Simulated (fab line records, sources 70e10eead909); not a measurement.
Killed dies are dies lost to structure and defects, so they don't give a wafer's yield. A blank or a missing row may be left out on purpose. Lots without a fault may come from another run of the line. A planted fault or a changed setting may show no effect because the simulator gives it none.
fab line records | flow nand_harc
record lots=14 wafers=42 last_day=33
route steps=1302 shown P_M1@303 P_M2@327
lots that met no fault: from a run of the same line without faults
start_h: hours from the record's first day to the start of the lot's first wafer shown | wait_h: hours since the lot's step before | " the same as in the row above | L1.1+2: a row that stands for several wafers | - no value, or no start given | * or withheld: withheld | < > ~ a bound
route shown NAME@n: a module of which the file shows steps, and the number in the route of the first | usual: mean/standard deviation of fault-free wafers | same: alike in all rows | chamber/n: place in a boat | sites: the reading at each site | _std_site: their standard deviation | _edge_site: outer sites' mean less inner sites' | radius_mm: how far each site lies from the wafer's centre | mask NAME#n: copy n | behind: the tool/chamber that last shaped the wafer | hold: why the lot was held/for how many hours/how that ended | device: the transistor (n, p or np) that didn't switch | end of line: the same wafers' tests at the end of the route | a step without rows: its recipe alone | killed: dies lost to structure and defects at the first sort, not the wafer's yield | map: a wafer's dies, x killed, . not, _ none there
set.NAME: the setting as run; set.NAME@STEP: as run at that earlier step | model.NAME: the simulator's own value behind a step, which no gauge read
steps of the route over a sample of lots; a table a step, a row a wafer
services: from which hour (start_h, from the record's first day; less than 0 if before it) a tool's chamber was out of use, for how many hours, and why
## steps
# step NHARC_P_M1_ETCH_28
# recipe target_depth_a=300 over_etch_frac=0.3 time_s=72.99 ion_energy_ev=150 cf4_flow_sccm=50 n2_flow_sccm=100 ar_flow_sccm=150 rf_w=300 bias_w=100 chemistry=CF4/N2
# usual drypump_motor_current_A=5.7/0.45 oes_product_au=1.004/0.013 rf_vpp_V=313.8/1.9 showerhead_plenum_p_Torr=2.60/0.11 throttle_valve_pct=19.794/0.01
# columns lot.wafer tool chamber start_h wait_h drypump_motor_current_A oes_product_au rf_hours_counter_h rf_vpp_V showerhead_plenum_p_Torr throttle_valve_pct
L227.1 rie_diel-10 3 - - 6.4 1.003 3 312.3 2.54 19.807
L227.5 " 0 " " 5.1 0.991 - 314.0 2.60 19.801
L227.6 " 1 " " 5.9 0.999 - 315.0 2.59 19.797
L228.1 rie_diel-10 2 - - 5.2 1.000 3 318.1 2.82 19.781
L228.5 " 2 " " 5.2 0.999 - 317.4 2.82 19.777
L228.4 " 1 " " 5.9 0.998 - 313.9 2.59 19.805
L229.4 rie_diel-04 3 - - 5.8 1.009 11 313.4 2.51 19.789
L229.3 " 1 " " 5.4 1.000 10 314.0 2.70 19.796
L229.6 " 3 " " 5.8 1.012 - 313.4 2.51 19.790
L231.3 rie_diel-10 3 - - 6.3 1.001 5 312.4 2.54 19.782
L231.1 " 1 " " 5.9 1.010 5 313.2 2.59 19.799
L231.6 " 3 " " 6.4 1.008 - 312.8 2.54 19.790
L234.1 rie_diel-03 0 - - 6.2 1.002 26 312.2 2.47 19.781
L234.4 " 2 " " 6.2 0.993 26 312.4 2.52 19.804
L234.6 " 3 " " 5.4 1.000 - 312.9 2.54 19.795
L235.3 rie_diel-04 0 - - 5.5 1.025 2 313.9 2.64 19.812
L235.1 " 2 " " 5.1 0.983 2 314.7 2.68 19.801
L235.5 " 0 " " 5.5 1.021 - 315.6 2.64 19.797
L238.3 rie_diel-03 1 - - 5.7 0.983 42 315.2 2.67 19.806
L238.5 " 3 " " 5.4 1.008 - 311.1 2.54 19.800
L238.6 " 0 " " 6.2 1.009 - 310.9 2.46 19.801
L240.1 rie_diel-03 0 - - 6.1 1.017 44 312.0 2.46 19.787
L240.5 " 0 " " 6.1 1.010 - 312.0 2.46 19.777
L240.6 " 1 " " 5.7 1.008 - 313.8 2.67 19.800
L243.3 rie_diel-10 2 - - 5.2 1.008 3 316.8 2.82 19.784
L243.2 " 3 " " 6.4 1.004 3 312.9 2.54 19.766
L243.4 " 1 " " 5.9 1.000 3 312.9 2.58 19.788
L245.1 rie_diel-03 1 - - 5.7 1.025 3 314.1 2.66 19.823
L245.2 " 3 " " 5.4 1.012 5 313.3 2.53 19.787
L245.5 " 0 " " 6.2 1.013 - 311.1 2.46 19.804
L246.4 rie_diel-10 2 - - 5.2 0.994 5 316.7 2.82 19.795
L246.2 " 1 " " 5.9 0.994 5 312.9 2.58 19.778
L246.5 " 3 " " 6.4 0.994 - 313.3 2.54 19.784
L247.3 rie_diel-10 3 - - 6.4 0.996 5 312.9 2.54 19.794
L247.4 " 1 " " 6.0 0.994 5 313.7 2.58 19.785
L247.6 " 3 " " 6.4 0.991 - 313.4 2.54 19.804
L248.3 rie_diel-10 1 - - 5.9 1.020 6 313.2 2.58 19.796
L248.6 " 2 " " 5.2 1.009 - 316.8 2.82 19.813
L248.5 " 3 " " 6.4 0.999 - 312.4 2.54 19.803
L249.2 rie_diel-04 0 - - 5.5 0.992 13 314.8 2.63 19.808
L249.1 " 1 " " 5.4 1.020 14 317.0 2.70 19.805
L249.5 " 1 " " 5.4 1.017 - 316.3 2.70 19.791
# step NHARC_P_M2_DEVELOP_08
# recipe develop_time_s=35 dev_temp_c=23
# usual chill_plate_temp_C=22.99/0.11 develop_time_s=35/0 developer_temp_C=22.98/0.1
# columns lot.wafer tool chamber start_h wait_h chill_plate_temp_C develop_time_s developer_temp_C
L227.1 litho_track-04 0 136 - 23.14 35 22.90
L227.5 " 0 " " 23.03 35 22.97
L227.6 " 0 " " 23.01 35 22.96
L228.1 litho_track-01 0 143 - 23.15 35 22.99
L228.4 " 0 " " 23.08 35 22.94
L228.5 " 0 " " 23.16 35 23.18
L229.3 litho_track-06 0 148 - 23.06 35 22.99
L229.4 " 0 " " 23.10 35 23.05
L229.6 " 0 " " 23.19 35 22.86
L231.1 litho_track-01 0 169 - 22.96 35 22.91
L231.3 " 0 " " 22.94 35 22.96
L231.6 " 0 " " 22.92 35 23.00
L234.1 litho_track-01 0 197 - 23.02 35 23.08
L234.4 " 0 " " 22.93 35 23.05
L234.6 " 0 " " 23.13 35 23.05
L235.1 litho_track-04 0 211 - 22.85 35 23.11
L235.3 " 0 " " 22.93 35 22.99
L235.5 " 0 " " 22.91 35 23.03
L238.3 litho_track-04 - 248 - - - -
L238.5 " - " " - - -
L238.6 " - " " - - -
L240.1 litho_track-01 - 257 - - - -
L240.5 " - " " - - -
L240.6 " - " " - - -
L243.2 litho_track-04 0 291 - 22.94 35 23.09
L243.3 " 0 " " 23.10 35 23.00
L243.4 " 0 " " 23.09 35 22.98
L245.1 litho_track-01 0 306 - 22.77 35 22.89
L245.2 " 0 " " 22.81 35 22.97
L245.5 " 0 " " 22.94 35 22.95
L246.2 litho_track-04 0 318 - 22.95 35 22.85
L246.4 " 0 " " 22.94 35 22.89
L246.5 " 0 " " 22.97 35 22.80
L247.3 litho_track-04 0 326 - 22.83 35 22.95
L247.4 " 0 " " 22.91 35 23.09
L247.6 " 0 " " 23.04 35 23.07
L248.3 litho_track-04 0 341 - 22.90 35 23.02
L248.5 " 0 " " 23.05 35 22.98
L248.6 " 0 " " 23.01 35 22.96
L249.1 litho_track-04 0 350 - 22.87 35 23.05
L249.2 " 0 " " 22.81 35 23.16
L249.5 " 0 " " 22.79 35 23.15
# step NHARC_P_M2_CD_MEAS_16
# usual cd_nm=170.3/0.84
# columns lot.wafer tool chamber start_h wait_h cd_nm
L227.1 cd_sem-01 - 136.77 - 168.5
L227.5 " - " " 170.0
L227.6 " - " " 169.2
L228.1 cd_sem-01 - 144.08 - 171.6
L228.4 " - " " 171.4
L228.5 " - " " 170.2
L229.3 cd_sem-01 - 149.56 - 170.5
L229.4 " - " " 169.5
L229.6 " - " " 170.1
L231.1 cd_sem-02 - 169.92 - 171.7
L231.3 " - " " 171.2
L231.6 " - " " 172.0
L234.1 cd_sem-01 - 198.55 - 171.3
L234.4 " - " " 171.3
L234.6 " - " " 169.5
L235.1 cd_sem-01 - 211.80 - 171.7
L235.3 " - " " 169.6
L235.5 " - " " 170.4
L238.3 cd_sem-01 - 249.51 - -
L238.5 " - " " -
L238.6 " - " " -
L240.1 cd_sem-02 - 257.63 - -
L240.5 " - " " -
L240.6 " - " " -
L243.2 cd_sem-03 - 291.89 - 170.0
L243.3 " - " " 171.1
L243.4 " - " " 170.9
L245.1 cd_sem-02 - 307.39 - 170.9
L245.2 " - " " 169.6
L245.5 " - " " 170.2
L246.2 cd_sem-03 - 319.23 - 168.8
L246.4 " - " " 169.3
L246.5 " - " " 169.9
L247.3 cd_sem-01 - 326.91 - 170.0
L247.4 " - " " 170.0
L247.6 " - " " 168.7
L248.3 cd_sem-03 - 342.19 - 169.5
L248.5 " - " " 169.4
L248.6 " - " " 168.5
L249.1 cd_sem-01 - 350.85 - 170.3
L249.2 " - " " 170.6
L249.5 " - " " 169.5
# step NHARC_P_M2_PVD_20
# recipe target_thk_a=50 bias_v=168.6 power_w=15000 chamber_pressure_pa=0.12 time_s=8.06 substrate_temp_c=50 material=TaN
# usual chamber_pressure_pa=0.12001/0.00025 throttle_valve_pct=29.8/1.1
# columns lot.wafer tool chamber start_h wait_h chamber_pressure_pa throttle_valve_pct
L227.1 pvd_sputter-01 - - - 0.12003 29.1
L227.5 " - " " 0.12003 28.9
L227.6 " - " " 0.12015 29.0
L228.1 pvd_sputter-01 - - - 0.12013 29.0
L228.4 " - " " 0.11982 28.9
L228.5 " - " " 0.12002 28.9
L229.3 pvd_sputter-01 - - - 0.12076 28.9
L229.4 " - " " 0.11993 30.4
L229.6 " - " " 0.12011 32.1
L231.3 pvd_sputter-01 - - - 0.12002 29.1
L231.1 " - " " 0.12037 30.5
L231.6 " - " " 0.12076 29.0
L234.4 pvd_sputter-02 - - - 0.11969 30.2
L234.1 " - " " 0.12 29.4
L234.6 " - " " 0.12008 28.8
L235.3 pvd_sputter-03 - - - 0.11976 29.0
L235.1 " - " " 0.12024 30.4
L235.5 " - " " 0.11984 30.6
L238.3 pvd_sputter-02 - - - 0.11973 30.2
L238.6 " - " " 0.12029 29.6
L238.5 " - " " 0.12016 28.8
L240.1 pvd_sputter-01 - - - 0.11955 32.0
L240.6 " - " " 0.12 32.4
L240.5 " - " " 0.12016 29.0
L243.3 pvd_sputter-02 - - - 0.11984 29.8
L243.2 " - " " 0.11988 30.8
L243.4 " - " " 0.11982 28.3
L245.2 pvd_sputter-01 - - - 0.11993 28.5
L245.1 " - " " 0.12047 30.3
L245.5 " - " " 0.12016 28.6
L246.2 pvd_sputter-01 - - - 0.12017 30.3
L246.4 " - " " 0.12022 29.2
L246.5 " - " " 0.11957 28.5
L247.4 pvd_sputter-01 - - - 0.11973 32.3
L247.3 " - " " 0.11957 29.2
L247.6 " - " " 0.12004 32.2
L248.3 pvd_sputter-01 - - - 0.12011 29.1
L248.5 " - " " 0.11984 30.6
L248.6 " - " " 0.11996 32.3
L249.1 pvd_sputter-02 - - - 0.12011 28.3
L249.2 " - " " 0.12053 29.9
L249.5 " - " " 0.12015 29.1
## services
# columns tool chamber start_h hours kind
rie_diel-04 0 114.31 11.5 repair
rie_diel-10 1 118.78 4.6 repair
rie_diel-10 0 138.63 11.2 repair
rie_diel-03 2 149.37 1.2 repair
rie_diel-04 1 151.69 5.0 repair
litho_track-01 - 155.00 7.0 pm
rie_diel-03 1 155.07 6.3 repair
rie_diel-10 0 176.80 1.6 repair
pvd_sputter-01 - 195.98 1.2 repair
litho_track-04 - 203.00 7.0 pm
pvd_sputter-01 - 217.55 24.7 repair
rie_diel-10 0 226.27 3.3 repair
pvd_sputter-02 - 234.56 4.7 repair
pvd_sputter-01 - 242.28 10.0 pm
rie_diel-10 - 242.50 9.0 pm
pvd_sputter-01 - 259.55 15.2 repair
rie_diel-10 2 266.17 1.5 repair
pvd_sputter-02 - 275.98 0.7 repair
pvd_sputter-02 - 282.00 10.0 pm
rie_diel-03 - 284.71 9.0 pm
litho_track-01 - 330.00 7.0 pm
rie_diel-03 1 336.74 2.4 repair
rie_diel-03 - 339.64 0.6 repair
rie_diel-10 1 343.59 8.2 repair
## key
first_sign step=NHARC_P_M2_DEVELOP_08 reading=tool_record direction=missing
effect none on later readings
met_at NHARC_P_M2_DEVELOP_08
struck_lots L238,L240
later_rows_left_out L238.3,L238.5,L238.6,L240.1,L240.5,L240.6
sort_left_out L238.3,L238.5,L238.6,L240.1,L240.5,L240.6
not_acting_at NHARC_P_M1_ETCH_28,NHARC_P_M2_CD_MEAS_16,NHARC_P_M2_PVD_20
onset_between 211 248
fault kind=skipped_step_whole tool=litho_track-01,litho_track-04 chamber=- onset_h=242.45 steps=NHARC_P_M2_DEVELOP_08 scope=struck_lots_only
# sort_left_out: the simulated sort isn't trusted on such a fault, so these wafers' sort isn't shown, and their yield isn't known
# later_rows_left_out: the simulator's readings of these wafers behind a module that went badly wrong aren't trusted and aren't shown, but for the sort
